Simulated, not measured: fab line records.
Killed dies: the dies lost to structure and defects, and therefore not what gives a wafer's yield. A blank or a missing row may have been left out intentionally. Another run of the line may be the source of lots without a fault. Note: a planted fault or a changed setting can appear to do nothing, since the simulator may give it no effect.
Lot-split experiment	flow n5-finfet	on a route of 1938 steps: 7 lots, 21 wafers read

== SPLIT DETAILS ==
At N5_BEOL_M1_COAT_61 (time 60 s, resist thk 60 nm), the setting spin-rpm was moved away from the recipe's 1500 rpm on 6 of the 21 wafers read, by -7.3% to +9.4%. This setting was run at the recipe's value on the other wafers.

== FROM THE SPLIT TO THE READING: what the file shows between them, 8 steps ==
- N5_BEOL_M1_COAT_62: time 60 s, resist thk 12 nm
- N5_BEOL_M1_COAT_73: time 60 s, resist thk 5 nm
- N5_BEOL_M1_ETCH_74: etches underlayer in N2/H2, target depth 6.5 nm, time 5.2 s
- N5_BEOL_M1_ETCH_63: etches SiARC in CF4, target depth 15.6 nm, time 26 s
- N5_BEOL_M1_ETCH_64: etches SOC in N2/H2, target depth 75 nm, overetch 15 nm, time 112.5 s
- N5_BEOL_M1_STRIP_65: strips in N2/H2
- N5_BEOL_M1_STRIP_75: strips in N2/H2
- N5_BEOL_M1_STRIP_66: strips in CF4

== THE READING ==
SOC_of_BEOL_M1_COAT_61.thk-nm (the simulator's own value, which no gauge read), in nm, at N5_BEOL_M1_HM_OPEN_17 (chemistry Cl2/BCl3, target TiN, target depth 20 nm, overetch 6 nm). The file does not state a usual value for it. The 15 wafers here that ran the recipe average 52.2 nm, standard deviation 0.2 nm.

wafer	tool, chamber at the split	spin-rpm as run, rpm	against the recipe	SOC_of_BEOL_M1_COAT_61.thk-nm, nm	against lot-mates on the recipe
L076.1	litho-track-03, 0	1390	-7.3%	54.6	+2.4
L076.5	litho-track-03, 0	1500	recipe	52.2	-
L076.6	litho-track-03, 0	1500	recipe	52.2	-
L078.2	litho-track-05, 0	1500	recipe	52.2	-
L078.3	litho-track-05, 0	1500	recipe	52.2	-
L078.5	litho-track-05, 0	1404	-6.4%	54.2	+2.0
L087.1	litho-track-05, 0	1500	recipe	52.6	-
L087.5	litho-track-05, 0	1500	recipe	52.2	-
L087.6	litho-track-05, 0	1500	recipe	52.4	-
L088.1	litho-track-02, 0	1500	recipe	52	-
L088.3	litho-track-02, 0	1641	+9.4%	49.6	-2.4
L088.6	litho-track-02, 0	1500	recipe	52	-
L089.4	litho-track-02, 0	1500	recipe	52	-
L089.5	litho-track-02, 0	1585	+5.7%	50.6	-1.4
L089.6	litho-track-02, 0	1500	recipe	52	-
L091.1	litho-track-05, 0	1500	recipe	52.6	-
L091.4	litho-track-05, 0	1581	+5.4%	51.2	-1.4
L091.6	litho-track-05, 0	1581	+5.4%	51.2	-1.4
L094.2	litho-track-02, 0	1500	recipe	52.2	-
L094.5	litho-track-02, 0	1500	recipe	52	-
L094.6	litho-track-02, 0	1500	recipe	52	-

FIT RESULTS
A straight line over all 21 wafers: SOC_of_BEOL_M1_COAT_61.thk-nm changes by -0.276 nm for each +1% of spin-rpm; r = -0.97; the points scatter about the line by 0.25 nm.
The same after taking each lot's own level away (the mean of its wafers on the recipe; 21 wafers): -0.28 nm for each +1%; r = -0.99; scatter 0.13 nm.
That fit puts the effect of the largest move of spin-rpm on the reading at 2.6 nm.
The lots' own levels span 52.00 to 52.60 nm, that is 3.0 times the standard deviation above.
Hence the lot-to-lot level has little effect on the slope; both slopes agree.
Check: -2.67 nm against its lot-mates is what the line predicts for one of the wafers moved furthest among these (+9.4%) when that wafer is left out of the fit. Against them it came out at -2.4 nm.

== FURTHER SPLITS ON THESE WAFERS ==
These wafers also went through other splits before the reading. Each is held against what the fit with the lots' levels taken away leaves over:
other split on the same wafers	wafers away from the commonest value	r with SOC_of_BEOL_M1_COAT_61.thk-nm (lot level and that fit taken away)
N5_MOL_CONTACT_COAG_ALD_123 ald-cycles	6	+0.05
N5_MOL_CONTACT_COAG_COAT_76 spin-rpm	6	+0.00
N5_MOL_CONTACT_COAG_ETCH_124 bias-w	10	+0.17
N5_BEOL_M0_SAQP_ETCH_106 target-depth-a	6	+0.31
N5_BEOL_M0_SAQP_ETCH_107 bias-w	8	-0.12
N5_BEOL_M0_SPUTTER_116 time-s	10	+0.17
N5_BEOL_M1_HM_DEP_02 target-thk-a	7	+0.02

== THE WHOLE CHAIN: every reading that the file lists as answering this split, in the file's order ==
step	what it does	reading	change (the file's fit)	r (the file's)
N5_BEOL_M1_COAT_61	time 60 s, resist thk 60 nm	SOC_of_BEOL_M1_COAT_61.thk-nm (the simulator's own value, which no gauge read)	-0.288 nm for each +1% of the setting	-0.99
N5_BEOL_M1_ETCH_64	etches SOC in N2/H2, target depth 75 nm, overetch 15 nm, time 112.5 s	etch.depth-nm (the simulator's own value, which no gauge read)	-0.296 nm for each +1% of the setting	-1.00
N5_BEOL_M1_HM_OPEN_17	chemistry Cl2/BCl3, target TiN, target depth 20 nm, overetch 6 nm	SOC_of_BEOL_M1_COAT_61.thk-nm (the simulator's own value, which no gauge read)	-0.28 nm for each +1% of the setting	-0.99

== FILE'S OWN FIT ==
SOC_of_BEOL_M1_COAT_61.thk-nm changes by -0.28 nm for each +1% of spin-rpm, r = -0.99.
